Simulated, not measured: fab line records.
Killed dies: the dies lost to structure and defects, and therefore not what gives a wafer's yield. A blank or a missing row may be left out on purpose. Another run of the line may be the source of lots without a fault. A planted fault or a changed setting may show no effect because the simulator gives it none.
fab line records | flow n5-finfet
[record] lots = 9 | wafers = 27 | last-day = 17
route steps=1938 shown PMOS_HMC_CHANNEL_EPI@87 FIN_SAQP@102 BEOL_M4@1111
lots untouched by any fault: they come from a run of this same line in which no faults occurred
start-h: start of the lot's first displayed wafer, in hours after the record's first day | wait-h: hours from the lot's prior step to this one | " identical to the entry in the row above | L1.1+2: a single row standing in for several wafers | - no value, or no start given | * or withheld: withheld | < > ~ a bound
route shown NAME@n: NAME is a module with steps in the file, n the number in the route of the first one | usual: mean and standard deviation over wafers with no fault | same: alike in all rows | chamber/n: place in a boat | sites: per-site readings | _std_site: standard deviation across them | _edge_site: inner sites' mean taken away from outer sites' mean | radius-mm: for every site, how far away it sits from the centre of the wafer | mask NAME#n: copy n | behind: the most recent tool/chamber to have shaped the wafer | hold: cause of the lot's hold/its duration in hours/its outcome | device: whichever transistor did not switch (one of n, p or np) | end of line: the tests these same wafers got at the end of their route | a step without rows: its recipe alone | killed: dies lost to structure and defects at the first sort, not the wafer's yield | map: per-die view of a wafer (x killed, . not killed, _ where there is no die)
set.NAME: the setting as run; set.NAME@STEP: as run at that earlier step | model.NAME: the simulator's own value behind a step, which no gauge read
route steps across a sampled set of lots; one table per step, one row per wafer
services: the hour from which a tool's chamber was out of use, counted from the record's first day as start-h (under 0 if before that day), plus the number of hours and why
[[steps]]
[step N5_PMOS_HMC_CHANNEL_EPI_EPI_26]
[recipe] material = Si | target-thk-a = 38 | temp-c = 650 | precursor = SiH4/H2 | pressure-torr = 20 | time-s = 22.7
[usual] throttle-valve-pct = 11.61/0.15
lot.wafer | tool         | chamber | start-h | wait-h | throttle-valve-pct
L419.2    | epi-rpcvd-01 | 0       | 25.79   | 0.1    | 11.50
L419.4    | "            | 0       | "       | "      | 11.66
L419.5    | "            | 0       | "       | "      | 11.76
L424.2    | epi-rpcvd-04 | 0       | 56.97   | 0.1    | 11.70
L424.3    | "            | 0       | "       | "      | 11.63
L424.5    | "            | 0       | "       | "      | 11.67
L427.1    | epi-rpcvd-04 | 0       | 73.90   | 0.0    | 11.57
L427.2    | "            | 0       | "       | "      | 11.80
L427.6    | "            | 0       | "       | "      | 11.40
L430.3    | epi-rpcvd-03 | 0       | 92.22   | 0.1    | 11.63
L430.4    | "            | 0       | "       | "      | 11.82
L430.5    | "            | 0       | "       | "      | 11.64
L431.2    | epi-rpcvd-03 | 0       | 98.47   | 0.1    | 11.63
L431.3    | "            | 0       | "       | "      | 11.62
L431.5    | "            | 0       | "       | "      | 11.50
L435.1    | epi-rpcvd-04 | 0       | 121.63  | 0.0    | 11.58
L435.2    | "            | 0       | "       | "      | 11.60
L435.4    | "            | 0       | "       | "      | 11.53
L436.1    | epi-rpcvd-01 | 0       | 127.45  | 0.0    | 11.66
L436.2    | "            | 0       | "       | "      | 11.71
L436.3    | "            | 0       | "       | "      | 11.64
L438.1    | epi-rpcvd-03 | 0       | 140.72  | 0.0    | 11.26
L438.4    | "            | 0       | "       | "      | 11.37
L438.5    | "            | 0       | "       | "      | 11.36
L440.1    | epi-rpcvd-04 | 0       | 152.51  | 0.0    | 11.82
L440.3    | "            | 0       | "       | "      | 11.42
L440.4    | "            | 0       | "       | "      | 11.69
[step N5_FIN_SAQP_HM_DEP_72]
[recipe] material = SiO2 | target-thk-a = 120 | temp-c = 400 | precursor = SiH4/N2O | pressure-torr = 0.75 | rf-w = 275 | time-s = 7.2
[usual] heater-power-w = 768/97 | rf-fwd-power-W = 273.1/0.84 | showerhead-plenum-p-Torr = 8.23/0.16
lot.wafer | tool     | chamber | start-h | wait-h | heater-power-w | rf-fwd-power-W | showerhead-plenum-p-Torr
L419.2    | pecvd-03 | 0       | 27.38   | 0.0    | 665            | 273.7          | 8.33
L419.4    | "        | 1       | "       | "      | 951            | 272.3          | 8.14
L419.5    | "        | 2       | "       | "      | 636            | 272.1          | 8.05
L424.2    | pecvd-01 | 2       | 58.59   | 0.0    | 698            | 272.4          | 7.96
L424.3    | "        | 1       | "       | "      | 855            | 273.1          | 8.27
L424.5    | "        | 2       | "       | "      | 707            | 272.5          | 7.97
L427.1    | pecvd-01 | 0       | 75.14   | 0.0    | 653            | 273.8          | 8.13
L427.2    | "        | 2       | "       | "      | 738            | 273.3          | 7.97
L427.6    | "        | 1       | "       | "      | 862            | 272.1          | 8.27
L430.3    | pecvd-02 | 2       | 93.43   | 0.0    | 679            | 274.1          | 8.42
L430.4    | "        | 2       | "       | "      | 667            | 274.4          | 8.42
L430.5    | "        | 1       | "       | "      | 810            | 274.4          | 8.46
L431.2    | pecvd-02 | 2       | 100.53  | 0.0    | 798            | 273.0          | 8.44
L431.3    | "        | 0       | "       | "      | 685            | 273.1          | 8.32
L431.5    | "        | 2       | "       | "      | 800            | 274.3          | 8.43
L435.1    | pecvd-02 | 2       | 123.25  | 0.0    | 806            | 273.6          | 8.40
L435.2    | "        | 1       | "       | "      | 751            | 273.9          | 8.44
L435.4    | "        | 0       | "       | "      | 634            | 272.8          | 8.32
L436.1    | pecvd-03 | 2       | 128.69  | 0.0    | 766            | 272.3          | 8.05
L436.2    | "        | 1       | "       | "      | 798            | 272.4          | 8.13
L436.3    | "        | 0       | "       | "      | 694            | 273.5          | 8.35
L438.1    | pecvd-01 | 0       | 141.96  | 0.0    | 636            | 273.9          | 8.13
L438.4    | "        | 0       | "       | "      | 610            | 274.3          | 8.12
L438.5    | "        | 1       | "       | "      | 893            | 272.8          | 8.29
L440.1    | pecvd-01 | 2       | 153.75  | 0.0    | 694            | 272.5          | 7.96
L440.3    | "        | 1       | "       | "      | 961            | 272.8          | 8.30
L440.4    | "        | 2       | "       | "      | 708            | 272.2          | 7.96
[step N5_FIN_SAQP_COAT_50]
[recipe] resist = SiARC | temp-c = 220 | time-s = 60 | spin-rpm = 1500 | resist-thk-nm = 35
[usual] spin-speed-rpm = 1500.1/1.2
lot.wafer | tool           | chamber | start-h | wait-h | spin-speed-rpm
L419.2    | litho-track-01 | 0       | 27.46   | -      | 1499.9
L419.4    | "              | 0       | "       | "      | 1498.6
L419.5    | "              | 0       | "       | "      | 1500.0
L424.2    | litho-track-01 | 0       | 58.67   | -      | 1500.7
L424.3    | "              | 0       | "       | "      | 1499.3
L424.5    | "              | 0       | "       | "      | 1499.4
L427.1    | litho-track-02 | 0       | 75.22   | -      | 1499.7
L427.2    | "              | 0       | "       | "      | 1501.9
L427.6    | "              | 0       | "       | "      | 1498.8
L430.3    | litho-track-01 | 0       | 93.51   | -      | 1621.5
L430.4    | "              | 0       | "       | "      | 1623.7
L430.5    | "              | 0       | "       | "      | 1620.8
L431.2    | litho-track-01 | 0       | 100.61  | -      | 1619.5
L431.3    | "              | 0       | "       | "      | 1621.6
L431.5    | "              | 0       | "       | "      | 1620.4
L435.1    | litho-track-05 | 0       | 123.33  | -      | 1500.7
L435.2    | "              | 0       | "       | "      | 1498.4
L435.4    | "              | 0       | "       | "      | 1500.1
L436.1    | litho-track-02 | 0       | 128.77  | -      | 1499.8
L436.2    | "              | 0       | "       | "      | 1497.0
L436.3    | "              | 0       | "       | "      | 1500.6
L438.1    | litho-track-02 | 0       | 142.04  | -      | 1500.4
L438.4    | "              | 0       | "       | "      | 1501.2
L438.5    | "              | 0       | "       | "      | 1500.2
L440.1    | litho-track-02 | 0       | 153.83  | -      | 1499.3
L440.3    | "              | 0       | "       | "      | 1500.7
L440.4    | "              | 0       | "       | "      | 1501.0
[step N5_FIN_SAQP_ETCH_52]
[recipe] chemistry = N2/H2 | target = SOC | target-depth-a = 1000 | overetch-a = 200 | mask-material = SiARC | temp-c = 40 | time-s = 150 | ion-energy-ev = 200 | pressure-mtorr = 30 | source-w = 840 | bias-w = 150 | n2-flow-sccm = 200 | h2-flow-sccm = 200 | ends = end-point
[usual] drypump-motor-current-A = 5.8/0.55 | oes-product-au = 0.72/0.06 | rf-fwd-power-W = 836.7/2.5 | rf-vpp-V = 523.8/2.3 | showerhead-plenum-p-Torr = 2.54/0.071 | temp-c = 40.01/0.11 | throttle-valve-pct = 17.9/0.31
lot.wafer | tool        | chamber | start-h | wait-h | drypump-motor-current-A | oes-product-au | rf-fwd-power-W | rf-hours-counter-h | rf-vpp-V | showerhead-plenum-p-Torr | temp-c | throttle-valve-pct
L419.2    | rie-diel-01 | 3       | 27.89   | 0.0    | 6.3                     | 0.81           | 836.1          | 7                  | 526.1    | 2.61                     | 39.98  | 17.4
L419.4    | "           | 1       | "       | "      | 5.4                     | 0.81           | 835.7          | -                  | 525.8    | 2.60                     | 40.02  | 17.5
L419.5    | "           | 3       | "       | "      | 6.2                     | 0.82           | 837.6          | -                  | 526.0    | 2.61                     | 39.95  | 17.4
L424.2    | rie-diel-04 | 3       | 59.25   | 0.0    | 5.3                     | 0.71           | 834.3          | 128                | 521.3    | 2.46                     | 40.02  | 18.0
L424.3    | "           | 2       | "       | "      | 6.1                     | 0.85           | 836.7          | 7                  | 523.5    | 2.49                     | 40.03  | 17.4
L424.5    | "           | 1       | "       | "      | 6.0                     | 0.66           | 835.9          | -                  | 521.9    | 2.54                     | 40.24  | 18.2
L427.1    | rie-diel-04 | 0       | 75.86   | 0.0    | 6.8                     | 0.67           | 835.0          | 169                | 522.6    | 2.41                     | 40.23  | 18.0
L427.2    | "           | 3       | "       | "      | 5.3                     | 0.70           | 836.0          | 133                | 521.6    | 2.45                     | 40.12  | 18.0
L427.6    | "           | 3       | "       | "      | 5.3                     | 0.69           | 841.4          | -                  | 522.2    | 2.45                     | 39.85  | 18.0
L430.3    | rie-diel-01 | 0       | 94.09   | 0.0    | 5.3                     | 0.83           | 837.8          | 17                 | 525.8    | 2.57                     | 40.08  | 17.5
L430.4    | "           | 3       | "       | "      | 6.3                     | 0.76           | 837.8          | 33                 | 524.4    | 2.60                     | 40.12  | 17.4
L430.5    | "           | 1       | "       | "      | 5.4                     | 0.77           | 838.7          | -                  | 526.3    | 2.59                     | 40.20  | 17.6
L431.2    | rie-diel-04 | 3       | 101.16  | 0.0    | 5.3                     | 0.69           | 841.7          | 140                | 521.5    | 2.45                     | 40.23  | 18.0
L431.3    | "           | 2       | "       | "      | 6.1                     | 0.81           | 838.8          | 22                 | 522.2    | 2.49                     | 40.01  | 17.5
L431.5    | "           | 2       | "       | "      | 6.2                     | 0.81           | 835.2          | -                  | 521.8    | 2.49                     | 39.88  | 17.5
L435.1    | rie-diel-02 | 0       | 123.88  | 0.0    | 5.6                     | 0.65           | 839.1          | 219                | 526.7    | 2.63                     | 39.81  | 18.2
L435.2    | "           | 3       | "       | "      | 5.0                     | 0.66           | 832.1          | 160                | 522.8    | 2.54                     | 39.85  | 18.3
L435.4    | "           | 2       | "       | "      | 5.8                     | 0.68           | 836.2          | 155                | 524.6    | 2.64                     | 39.98  | 17.7
L436.1    | rie-diel-04 | 1       | 129.21  | 0.0    | 6.0                     | 0.65           | 841.4          | 199                | 523.0    | 2.53                     | 40.12  | 18.3
L436.2    | "           | 2       | "       | "      | 6.1                     | 0.80           | 838.3          | 30                 | 523.4    | 2.48                     | 40.00  | 17.5
L436.3    | "           | 3       | "       | "      | 5.3                     | 0.69           | 837.3          | 149                | 521.4    | 2.45                     | 39.93  | 18.0
L438.1    | rie-diel-02 | 0       | 142.60  | 0.0    | 5.6                     | 0.65           | 839.0          | 226                | 524.8    | 2.63                     | 39.99  | 18.2
L438.4    | "           | 1       | "       | "      | 6.6                     | 0.65           | 832.2          | 151                | 523.0    | 2.55                     | 40.09  | 18.2
L438.5    | "           | 0       | "       | "      | 5.6                     | 0.65           | 837.8          | -                  | 526.9    | 2.63                     | 39.92  | 18.2
L440.1    | rie-diel-04 | 0       | 154.39  | 0.0    | 6.8                     | 0.65           | 834.0          | 191                | 519.0    | 2.40                     | 40.05  | 18.1
L440.3    | "           | 1       | "       | "      | 6.0                     | 0.65           | 835.5          | 209                | 522.9    | 2.52                     | 39.92  | 18.3
L440.4    | "           | 3       | "       | "      | 5.3                     | 0.68           | 838.5          | 158                | 520.3    | 2.44                     | 39.93  | 18.1
[step N5_BEOL_M4_RC_MEAS_101]
[usual] DIBL_N = 36.4/1.7 | DIBL_P = 36.4/2.1 | IOFF_N = 0.16/0.035 | IOFF_P = 0.21/0.035 | ION_N = 680/11 | ION_P = 465/6.8 | SS_N = 71.5/0.58 | SS_P = 73.2/0.72 | VT_N = 249/3.6 | VT_P = -250/3.1
lot.wafer | tool      | chamber | start-h | wait-h | DIBL_N[mV/V] | DIBL_P[mV/V] | IOFF_N[nA/um] | IOFF_P[nA/um] | ION_N[uA/um] | ION_P[uA/um] | SS_N[mV/dec] | SS_P[mV/dec] | VT_N[mV] | VT_P[mV]
L419.2    | prober-02 | 0       | 176.91  | 0.2    | 34.6         | 34.5         | 0.14          | 0.19          | 669          | 462          | 71.7         | 72.8         | 252      | -248
L419.4    | "         | 0       | "       | "      | 34.0         | 33.7         | 0.13          | 0.17          | 667          | 460          | 71.6         | 72.1         | 253      | -253
L419.5    | "         | 0       | "       | "      | 37.1         | 37.9         | 0.18          | 0.23          | 689          | 467          | 71.5         | 73.1         | 246      | -247
L424.2    | prober-01 | 0       | 214.45  | 0.2    | 36.3         | 35.4         | 0.15          | 0.22          | 689          | 472          | 71.8         | 73.4         | 252      | -248
L424.3    | "         | 0       | "       | "      | 34.1         | 33.1         | 0.13          | 0.19          | 670          | 466          | 71.3         | 72.8         | 252      | -246
L424.5    | "         | 0       | "       | "      | 36.1         | 35.0         | 0.15          | 0.22          | 683          | 474          | 71.7         | 73.1         | 252      | -246
L427.1    | prober-02 | 0       | 218.23  | 0.0    | 36.5         | 36.4         | 0.14          | 0.19          | 686          | 472          | 72.0         | 73.6         | 251      | -252
L427.2    | "         | 0       | "       | "      | 38.0         | 39.3         | 0.19          | 0.24          | 693          | 474          | 71.2         | 73.5         | 249      | -249
L427.6    | "         | 0       | "       | "      | 40.3         | 42.2         | 0.24          | 0.30          | 701          | 475          | 72.4         | 74.3         | 244      | -245
L430.3    | prober-01 | 0       | 247.19  | 0.3    | 35.3         | 34.5         | 0.14          | 0.18          | 679          | 463          | 71.1         | 72.3         | 250      | -252
L430.4    | "         | 0       | "       | "      | 35.7         | 34.5         | 0.15          | 0.20          | 679          | 461          | 71.2         | 72.8         | 248      | -249
L430.5    | "         | 0       | "       | "      | 36.4         | 34.9         | 0.16          | 0.20          | 678          | 459          | 71.6         | 73.1         | 247      | -252
L431.2    | prober-02 | 0       | 252.17  | 0.2    | 38.0         | 36.6         | 0.19          | 0.25          | 695          | 473          | 72.4         | 73.9         | 243      | -244
L431.3    | "         | 0       | "       | "      | 34.5         | 33.9         | 0.13          | 0.21          | 676          | 473          | 70.4         | 72.5         | 250      | -250
L431.5    | "         | 0       | "       | "      | 38.1         | 37.7         | 0.20          | 0.28          | 695          | 474          | 72.4         | 74.1         | 244      | -244
L435.1    | prober-02 | 0       | 273.42  | 0.0    | 37.1         | 38.1         | 0.16          | 0.22          | 680          | 461          | 71.9         | 73.2         | 250      | -251
L435.2    | "         | 0       | "       | "      | 36.5         | 37.3         | 0.15          | 0.21          | 656          | 452          | 71.4         | 72.5         | 254      | -250
L435.4    | "         | 0       | "       | "      | 34.3         | 35.6         | 0.13          | 0.19          | 668          | 465          | 71.2         | 72.7         | 255      | -248
L436.1    | prober-02 | 0       | 278.91  | 0.0    | 34.0         | 33.9         | 0.12          | 0.15          | 664          | 457          | 71.4         | 72.0         | 256      | -253
L436.2    | "         | 0       | "       | "      | 37.2         | 36.5         | 0.16          | 0.19          | 674          | 458          | 71.8         | 72.7         | 250      | -252
L436.3    | "         | 0       | "       | "      | 35.8         | 35.5         | 0.14          | 0.18          | 676          | 464          | 70.8         | 72.2         | 252      | -255
L438.1    | prober-01 | 0       | 302.39  | 0.0    | 36.7         | 38.0         | 0.19          | 0.23          | 681          | 460          | 71.7         | 73.4         | 245      | -249
L438.4    | "         | 0       | "       | "      | 35.4         | 35.9         | 0.17          | 0.19          | 684          | 460          | 71.5         | 73.1         | 246      | -253
L438.5    | "         | 0       | "       | "      | 35.4         | 36.5         | 0.18          | 0.19          | 690          | 466          | 71.6         | 73.5         | 248      | -254
L440.1    | prober-01 | 0       | 306.11  | 0.5    | 38.1         | 38.2         | 0.17          | 0.26          | 678          | 476          | 71.5         | 74.7         | 251      | -248
L440.3    | "         | 0       | "       | "      | 36.0         | 34.8         | 0.14          | 0.20          | 674          | 470          | 71.9         | 72.7         | 252      | -250
L440.4    | "         | 0       | "       | "      | 34.3         | 33.1         | 0.12          | 0.18          | 669          | 466          | 70.5         | 72.2         | 254      | -251
[[services]]
tool           | chamber | start-h | hours | kind
rie-diel-01    | -       | 5.08    | 2.8   | pm
pecvd-01       | 2       | 6.51    | 2.1   | scheduled-down
pecvd-01       | 1       | 15.69   | 5.5   | scheduled-down
rie-diel-04    | 2       | 16.70   | -     | clean
rie-diel-04    | 2       | 16.70   | -     | consumable-replace:focus-ring
rie-diel-04    | 2       | 16.70   | 23.2  | scheduled-down
rie-diel-04    | 2       | 16.70   | 23.2  | vent-cycle
rie-diel-02    | 2       | 33.11   | 2.0   | repair
pecvd-02       | 2       | 33.59   | 5.5   | scheduled-down
pecvd-01       | 2       | 39.05   | 2.3   | repair
rie-diel-04    | -       | 44.12   | 0.5   | repair
pecvd-02       | -       | 58.53   | 2.0   | repair
rie-diel-04    | 3       | 59.49   | 4.5   | repair
pecvd-01       | 2       | 59.70   | 5.5   | scheduled-down
litho-track-01 | -       | 62.52   | -     | consumable-replace:filter
rie-diel-02    | 3       | 62.52   | 4.2   | repair
pecvd-02       | 0       | 67.38   | 5.5   | scheduled-down
pecvd-03       | -       | 76.60   | 0.6   | repair
epi-rpcvd-03   | -       | 92.98   | 1.6   | repair
pecvd-01       | -       | 116.65  | 2.8   | pm
pecvd-03       | -       | 119.53  | 1.7   | repair
litho-track-02 | -       | 125.27  | -     | consumable-replace:filter
rie-diel-04    | 0       | 143.65  | 8.5   | repair
pecvd-02       | -       | 151.87  | 5.5   | pm
[[key]]
[first-sign] step = N5_FIN_SAQP_COAT_50 | reading = spin-speed-rpm | direction = up | sigmas = 99+ | usual = * | struck = *
effect none on later readings
met-at N5_FIN_SAQP_COAT_50
struck-lots L430,L431
not-acting-at N5_PMOS_HMC_CHANNEL_EPI_EPI_26,N5_FIN_SAQP_HM_DEP_72,N5_FIN_SAQP_ETCH_52
onset-between 58.67 93.51
[fault] kind = process-parameter-drift | tool = litho-track-01 | chamber = - | onset-h = 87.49 | steps = N5_FIN_SAQP_COAT_50 | channel = spin-rpm | offset = * | shape = step | end-h = 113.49 | acts-in = * | stated = *
